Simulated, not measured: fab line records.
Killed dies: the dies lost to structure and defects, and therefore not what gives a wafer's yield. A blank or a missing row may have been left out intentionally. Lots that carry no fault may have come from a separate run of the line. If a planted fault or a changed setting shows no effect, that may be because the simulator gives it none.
Split-lot experiment | flow n5 finfet | 39 wafers read from 7 lots, route of 1938 steps

== ON THE SPLIT ==
At N5_DUMMY_GATE_ETCH_37 (etches SOC in N2/H2, target depth 60 nm, overetch 30 nm), the setting source w was moved away from the recipe's 840 W on 15 of the 39 wafers read, by -12.1% to +19.0%. This setting was run at the recipe's value on the other wafers.

The reading comes from the split's own step.

== THE READING ==
rf vpp V, in V, at N5_DUMMY_GATE_ETCH_37 (etches SOC in N2/H2, target depth 60 nm, overetch 30 nm). On this fab line, fault-free wafers typically give 524.4 V with a standard deviation of 2.8 V.

wafer  | tool, chamber at the split | source w as run, W | against the recipe | rf vpp V, V | against lot-mates on the recipe
L080.1 | rie diel-06, 3             | 840                | recipe             | 525.0       | -
L080.2 | rie diel-06, 2             | 840                | recipe             | 523.4       | -
L080.3 | rie diel-06, 0             | 840                | recipe             | 525.3       | -
L080.4 | rie diel-06, 1             | 840                | recipe             | 527.2       | -
L080.5 | rie diel-06, 3             | 840                | recipe             | 525.2       | -
L080.6 | rie diel-06, 2             | 840                | recipe             | 522.9       | -
L083.1 | rie diel-06, 2             | 956.5              | +13.9%             | 501.3       | -24.1
L083.2 | rie diel-06, 3             | 840                | recipe             | 524.3       | -
L083.3 | rie diel-06, 1             | 956.5              | +13.9%             | 505.2       | -20.2
L083.4 | rie diel-06, 0             | 840                | recipe             | 525.0       | -
L083.5 | rie diel-06, 0             | 956.5              | +13.9%             | 502.6       | -22.8
L083.6 | rie diel-06, 1             | 840                | recipe             | 526.8       | -
L084.1 | rie diel-02, 2             | 965.7              | +15.0%             | 504.7       | -17.6
L084.2 | rie diel-02, 0             | 840                | recipe             | 519.7       | -
L084.3 | rie diel-02, 1             | 840                | recipe             | 527.8       | -
L084.4 | rie diel-02, 3             | 965.7              | +15.0%             | 498.1       | -24.2
L084.5 | rie diel-02, 0             | 840                | recipe             | 519.4       | -
L084.6 | rie diel-02, 1             | 965.7              | +15.0%             | 503.9       | -18.4
L087.1 | rie diel-05, 2             | 840                | recipe             | 526.9       | -
L087.2 | rie diel-05, 3             | 738.1              | -12.1%             | 543.2       | +18.7
L087.3 | rie diel-05, 0             | 840                | recipe             | 519.8       | -
L087.4 | rie diel-05, 1             | 840                | recipe             | 526.8       | -
L087.5 | rie diel-05, 1             | 738.1              | -12.1%             | 549.2       | +24.7
L087.6 | rie diel-05, 0             | 738.1              | -12.1%             | 545.1       | +20.6
L089.1 | rie diel-06, 0             | 999.4              | +19.0%             | 494.8       | -31.0
L089.2 | rie diel-06, 3             | 999.4              | +19.0%             | 494.5       | -31.3
L089.3 | rie diel-06, 2             | 999.4              | +19.0%             | 493.6       | -32.2
L089.4 | rie diel-06, 1             | 840                | recipe             | 527.5       | -
L089.5 | rie diel-06, 0             | 840                | recipe             | 524.1       | -
L089.6 | rie diel-06, 3             | 840                | recipe             | 525.8       | -
L090.2 | rie diel-05, 0             | 840                | recipe             | 520.6       | -
L090.4 | rie diel-05, 1             | 840                | recipe             | 524.9       | -
L090.5 | rie diel-05, 3             | 840                | recipe             | 520.6       | -
L095.1 | rie diel-05, 1             | 966.6              | +15.1%             | 502.6       | -20.6
L095.2 | rie diel-05, 2             | 966.6              | +15.1%             | 503.5       | -19.7
L095.3 | rie diel-05, 0             | 840                | recipe             | 521.4       | -
L095.4 | rie diel-05, 3             | 840                | recipe             | 520.8       | -
L095.5 | rie diel-05, 2             | 840                | recipe             | 527.4       | -
L095.6 | rie diel-05, 1             | 966.6              | +15.1%             | 500.3       | -22.9

THE FIT
A straight line over all 39 wafers: rf vpp V changes by -1.57 V for each +1% of source w; r = -0.98; the points scatter about the line by 2.7 V.
The same after taking each lot's own level away (the mean of its wafers on the recipe; 39 wafers): -1.57 V for each +1%; r = -0.98; scatter 2.7 V.
On that fit, the largest move of source w shifts the reading by 30 V.
The lots' own levels span 522.03 to 525.80 V, that is 1.3 times the standard deviation above.
The two slopes are in agreement: the lot-to-lot level therefore moves the slope only a little.
Check: -29.2 V against its lot-mates is what the line predicts for one of the wafers moved furthest among these (+19.0%) when that wafer is left out of the fit. It came out at -31 V against them.
Tool readings at the split's step, against how far the setting was moved: rf vpp V r = -0.98.

== ADDITIONAL SPLITS CARRIED BY THESE WAFERS ==
Other splits were also applied to these wafers ahead of the reading. Each is held against what the fit with the lots' levels taken away leaves over:
other split on the same wafers        | wafers away from the commonest value | r with rf vpp V (lot level and that fit taken away)
N5_FIN_SAQP_SPACER1_ALD_24 ald cycles | 15                                   | -0.05

== FILE'S OWN FIT ==
rf vpp V changes by -1.55 V for each +1% of source w, r = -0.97.
